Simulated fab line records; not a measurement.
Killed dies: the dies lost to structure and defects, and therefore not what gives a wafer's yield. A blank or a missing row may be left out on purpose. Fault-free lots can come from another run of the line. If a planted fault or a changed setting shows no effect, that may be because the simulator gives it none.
Comparing a struck lot with a sound one | flow nandHarc | 43 steps out of a route of 1302
Sound: these wafers, L670.2, L670.4, L670.6. Wafers L663.1, L663.5, L663.6 were the ones struck. The cause comes at the end.
Per side, at each step with rows, come the tool, then ch with its chambers, and then its first start. Under that, the readings that differ: sound wafers | struck wafers | difference of the means | sigmas: that difference in standard deviations of wafers without a fault.
alike: words and numbers the same on both sides, and readings whose means are apart by under 2 such deviations; not compared: readings that were withheld, readings missing a value for some wafer, numbers with overlapping values and no deviation given by the record, and bounds like >300 which may hide the same value.
Wherever a step has rows on one side only, a row that says differs or no value, or a row with sigmas, the two part there. Numbers that don't overlap but have no deviation are shown without sigmas and don't part them. Lack of a reading on every wafer of one side parts them only where that side has two or more wafers.

NHARC_P_M2_PRE_CLEAN_30: time 30 s.
  sound on pvdSputter-03; struck on pvdSputter-03
  alike: heaterPowerW
then, 5 steps without rows for these wafers: NHARC_P_M2_PVD_20 (deposits TaN, target thk 5 nm, time 8.06 s); NHARC_P_M2_PVD_21 (deposits Cu, target thk 30 nm, time 20.49 s); NHARC_P_M2_ECD_22 (material Cu, target thk 400 nm); NHARC_P_M2_ANNEAL_31 (time 90 s); NHARC_P_M2_CMP_23 (polishes, t overpolish 20 s, target thk 144.3 nm).
NHARC_P_M2_THK_MEAS_24: measures by xrf.
  sound on filmMetro-01 at day 13 21:14; struck on filmMetro-01 at day 10 16:17
  alike: thkNm
following that, these wafers have no rows for 1 step: NHARC_P_M2_SRD_25.
NHARC_P_M2_INSPECT_27:
  sound on defectInspect-01 at day 13 21:24; struck on defectInspect-02 at day 10 16:27
  alike: rawDefectCount
NHARC_P_M2_PRE_CLEAN_32: time 12 s.
  sound on pecvd-04 ch 0,1, day 13 21:29; struck on pecvd-01 ch 1,2, day 10 16:31
  alike: heaterPowerOuterW, heaterPowerW
  not compared: sinceWetCleanH
then, 1 step without rows for these wafers: NHARC_P_M2_DEP_33 (deposits SiCN, target thk 30 nm).
NHARC_P_BONDPAD_DEP_00: deposits SiCN, target thk 250 nm.
  sound on pecvd-03 ch 0,2, day 13 22:01; struck on pecvd-01 ch 0,2, day 10 17:10
  alike: heaterPowerOuterW, heaterPowerW, showerheadVppV
  not compared: sinceWetCleanH
then, 1 step without rows for these wafers: NHARC_P_BONDPAD_CMP_32 (polishes SiCN, target thk 200 nm).
NHARC_P_BONDPAD_THK_MEAS_33: measures by ellipsometry.
  sound on filmMetro-01 at day 13 22:37; struck on filmMetro-01 at day 10 17:50
  alike: thkNm
then, 10 steps without rows for these wafers: NHARC_P_BONDPAD_SRD_34; NHARC_P_BONDPAD_DEHYDRATE_01 (time 120 s); NHARC_P_BONDPAD_HMDS_02 (time 30 s); NHARC_P_BONDPAD_COAT_36 (time 65 s); NHARC_P_BONDPAD_COAT_03 (resist thk 600 nm); NHARC_P_BONDPAD_SOFTBAKE_04 (time 70 s); NHARC_P_BONDPAD_EBR_05; NHARC_P_BONDPAD_EXPOSE_06 (exposes mask P BPAD); NHARC_P_BONDPAD_PEB_07 (peb time 80 s); NHARC_P_BONDPAD_DEVELOP_08 (time 50 s).
NHARC_P_BONDPAD_CD_MEAS_09 targets a cd of 500 nm.
  sound on cdSem-02 ch 0, day 13 23:12; struck on cdSem-03 ch 0, day 10 18:24
  alike: cdNm
NHARC_P_BONDPAD_OVL_MEAS_38:
  sound on overlay-01 at day 13 23:17; struck on overlay-02 at day 10 18:29
  alike: overlayXNm, overlayYNm
then, 1 step without rows for these wafers: NHARC_P_BONDPAD_HARDBAKE_10 (time 65 s).
NHARC_P_BONDPAD_DESCUM_11: chemistry O2, time 3 s.
  sound on rieDiel-04 ch 0,1, day 13 23:26; struck on rieDiel-04 ch 0,2,3, day 10 18:38
  alike: drypumpMotorCurrentA, oesProductAu, rfVppV, showerheadPlenumPTorr, throttleValvePct
  not compared: rfHoursCounterH
NHARC_P_BONDPAD_ETCH_37: etches the open film in N2/H2, target depth 60 nm, overetch 18 nm, time 65.91 s.
  sound on rieDiel-04 ch 0,3, day 13 23:32; struck on rieDiel-04 ch 0,1,2, day 10 18:43
  alike: drypumpMotorCurrentA, oesProductAu, rfVppV, showerheadPlenumPTorr, throttleValvePct
  not compared: rfHoursCounterH
then, 1 step without rows for these wafers: NHARC_P_BONDPAD_ETCH_12 (etches the open film in CHF3/O2, target depth 200 nm, time 100 s).
NHARC_P_BONDPAD_CD_MEAS_13:
  sound on cdSem-03 at day 13 23:47; struck on cdSem-01 at day 10 18:56
  alike: cdNm
then, 9 steps without rows for these wafers: NHARC_P_BONDPAD_STRIP_15 (strips in O2); NHARC_P_BONDPAD_ETCH_24 (etches the open film in CF4/N2, target depth 30 nm, time 72.99 s); NHARC_P_BONDPAD_STRIP_16 (strips in post etch residue remover, time 600 s); NHARC_P_BONDPAD_DEGAS_25 (time 60 s); NHARC_P_BONDPAD_PRE_CLEAN_26 (time 30 s); NHARC_P_BONDPAD_PVD_17 (deposits TaN, target thk 5 nm, time 8.06 s); NHARC_P_BONDPAD_PVD_27 (deposits Cu, target thk 30 nm, time 20.49 s); NHARC_P_BONDPAD_ECD_18 (material Cu, target thk 400 nm); NHARC_P_BONDPAD_ANNEAL_28 (time 90 s).
NHARC_P_BONDPAD_CMP_19: polishes, t overpolish 30 s, cu recess touch 16 s, target thk 160.81 nm.
  sound on cmp-02 ch 0,1,3, day 14 01:34; struck on cmp-02 ch 0,1, day 10 20:38
  alike: motorCurrentA, overpolishRunS
NHARC_P_BONDPAD_ACTIVATE_29: chemistry N2, time 60 s.
  sound on rieDiel-05 ch 1,3, day 14 02:08; struck on rieDiel-04 ch 1,2, day 11 05:56
reading | sound | struck                                                                  | difference                   | sigmas
hold    | - - - | awaitDispo/8.5h/release awaitDispo/8.5h/release awaitDispo/8.5h/release | no value on the sound wafers | 
  alike: drypumpMotorCurrentA, oesProductAu, rfVppV, showerheadPlenumPTorr
  not compared: rfHoursCounterH
-- record jumps: 18 days between struck wafers' starts before vs after; left off in module P_BONDPAD, resumes in module END, first step shown is number 1302 of the route --
NHARC_END_SORT_01:
  sound on prober-01 ch 0, day 32 21:13; struck on prober-02 ch 0, day 28 18:22
reading                | sound      | struck      | difference | sigmas
defectLimitedYield (%) | 86 85 84   | 75 70 75    | -12        | -4
killedAtPeriphery      | 3 6 4      | 82 113 79   | +87        | +33
killedDies             | 96 104 107 | 166 203 167 | +76        | +4
  alike: killedAtArray, killedAtOther, killedOpen, killedShort

WHERE THEY PART
Last at NHARC_END_SORT_01 as far as this record goes, first at NHARC_P_BONDPAD_ACTIVATE_29.

WHY: whatever the simulator had introduced
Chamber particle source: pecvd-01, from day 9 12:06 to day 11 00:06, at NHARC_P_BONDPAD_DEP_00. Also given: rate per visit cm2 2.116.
